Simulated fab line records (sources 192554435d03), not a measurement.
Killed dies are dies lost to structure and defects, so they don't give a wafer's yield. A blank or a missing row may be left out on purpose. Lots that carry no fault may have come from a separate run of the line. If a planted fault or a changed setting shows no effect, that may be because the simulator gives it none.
Struck lot and sound lot, side by side / flow n5_finfet / 16 out of 1938 route steps
Sound: these wafers, L603.2, L603.3, L603.6. The struck wafers were L591.2, L591.4, L591.5. At the end, the cause is stated.
Each step with rows lists, per side, the tool, then ch with its chambers, then its first start. Under that, the readings that differ: sound wafers / struck wafers / difference of the means / sigmas: that difference in standard deviations of wafers without a fault.
alike: readings with means less than 2 such deviations apart, plus words and numbers identical on both sides. not compared: withheld readings, readings lacking a value on some wafer, bounds such as >300 that could conceal the same value, and numbers that have no deviation in the record and whose values overlap.
The two part at a step that has a row with sigmas, a row that says differs or no value, or rows on one side only. Numbers that have no deviation but don't overlap get no sigmas and don't part them. Lack of a reading on every wafer of one side parts them only where that side has two or more wafers.

first, 1 step without rows for these wafers: N5_HKMG_FIN_ETCH_35 (etches SOC in N2/H2, target depth 215.8 nm, time 243.4 s).
N5_HKMG_FIN_STRIP_92: strips SOC in N2/H2, time 20 s.
  sound on rie_diel-02 ch 0,1, day 8 23:49; struck on rie_diel-05 ch 1,3, day 5 23:24
  alike: drypump_motor_current_A, h2_flow_sccm, oes_product_au, rf_vpp_V, showerhead_plenum_p_Torr, throttle_valve_pct
  not compared: rf_hours_counter_h
then, 1 step without rows for these wafers: N5_HKMG_FIN_WET_ETCH_18 (etches TiN in SC1, time 55 s, target depth 5.2 nm, rinse time 30 s).
N5_HKMG_FIN_STRIP_19: strips in N2/H2, time 360 s.
  sound on plasma_asher-01 ch 0, day 8 23:58; struck on plasma_asher-02 ch 0,1, day 5 23:33
  alike: drypump_motor_current_A, h2_flow_sccm, heater_power_w
  not compared: rf_hours_counter_h
N5_HKMG_FIN_ALD_91: deposits TiN, target thk 1 nm, pulse time 1 s, purge time 3 s.
  sound on ald_metal-02 ch 0,1, day 9 00:21; struck on ald_metal-04 ch 1,3, day 5 23:56
  alike: heater_power_w, precursor_pulse_height_rel
then, 1 step without rows for these wafers: N5_HKMG_FIN_COAT_85 (time 60 s, resist thk 300 nm).
N5_HKMG_FIN_ETCH_86: etches SOC in N2/H2, stops on TiN, target depth 393.2 nm.
  sound on rie_diel-02 ch 1,3, day 9 00:41; struck on rie_diel-05 ch 0,1, day 6 00:16
  alike: drypump_motor_current_A, h2_flow_sccm, oes_product_au, rf_vpp_V, showerhead_plenum_p_Torr, throttle_valve_pct
  not compared: rf_hours_counter_h
then, 2 steps without rows for these wafers: N5_HKMG_FIN_STRIP_89 (strips SOC in N2/H2, time 20 s); N5_HKMG_FIN_WET_ETCH_87 (etches TiN in SC1, time 154.2 s, target depth 4.7 nm, rinse time 30 s).
N5_HKMG_FIN_STRIP_88: strips in N2/H2, time 360 s.
  sound on plasma_asher-02 ch 0,1, day 9 00:56; struck on plasma_asher-01 ch 0,1, day 6 00:31
reading=drypump_motor_current_A (A); sound=5.35 5.36 5.36; struck=6.00 6.02 5.75; difference=+0.57; sigmas=+2
reading=heater_power_w (W); sound=493 479 506; struck=402 412 436; difference=-76; sigmas=-2
  alike: h2_flow_sccm
  not compared: rf_hours_counter_h
then, 2 steps without rows for these wafers: N5_HKMG_FIN_NWFM_ALD_20 (deposits TiAlC, target thk 2 nm, pulse time 3 s, purge time 2 s); N5_HKMG_FIN_ALD_71 (deposits TiN, target thk 1 nm, pulse time 1 s, purge time 3 s).
N5_HKMG_FIN_COAT_66: time 60 s, resist thk 300 nm.
  sound on litho_track-01 ch 0, day 9 01:42; struck on litho_track-05 ch 0, day 6 01:17
reading=spin_speed_rpm (rpm); sound=1499.4 1501.5 1502.0; struck=1461.9 1462.3 1463.2; difference=-38.5; sigmas=-43
reading=model.SOC_of_HKMG_FIN_COAT_66.thk_nm (nm); sound=299.8 299 300.2; struck=305.2 304.6 303.8; difference=+4.9; sigmas=
  alike: exhaust_pa
then, 1 step without rows for these wafers: N5_HKMG_FIN_ETCH_67 (etches SOC in N2/H2, stops on TiN, target depth 388.9 nm).
-- the record jumps here: 4 days lie between the struck wafers' starts before and after (it left off in module HKMG_FIN and takes up again in module BEOL_M4, whose first step shown is number 1111 of the route) --
N5_BEOL_M4_RC_MEAS_101:
  sound on prober-01 ch 0, day 13 02:49; struck on prober-01 ch 0, day 9 22:20
  alike: DIBL_N, DIBL_P, IOFF_N, IOFF_P, ION_N, ION_P, SS_N, SS_P, VT_N, VT_P
-- record jumps: 5 days separate the struck wafers' starts on either side; left off in module BEOL_M4, taken up again in module PASSIVATION, whose first shown step is the route's number 1936 --
N5_PASSIVATION_PROBE_49:
  sound on prober-02 at day 17 15:41; struck on prober-02 at day 14 16:32
  alike: defect_limited_yield, killed_at_M0_to_M3, killed_at_M4_up, killed_at_contacts, killed_at_front_end, killed_at_other, killed_dies, killed_on_rim, killed_open, killed_short, sort_bin_5_function, sort_bin_6_memory, sort_n_pass, sort_yield_pct

WHERE THEY PART
First at N5_HKMG_FIN_STRIP_88; last, within this record, at N5_HKMG_FIN_COAT_66. Later steps at which nothing parts them and some readings are alike: N5_BEOL_M4_RC_MEAS_101, N5_PASSIVATION_PROBE_49.

WHY: what the simulator had put in
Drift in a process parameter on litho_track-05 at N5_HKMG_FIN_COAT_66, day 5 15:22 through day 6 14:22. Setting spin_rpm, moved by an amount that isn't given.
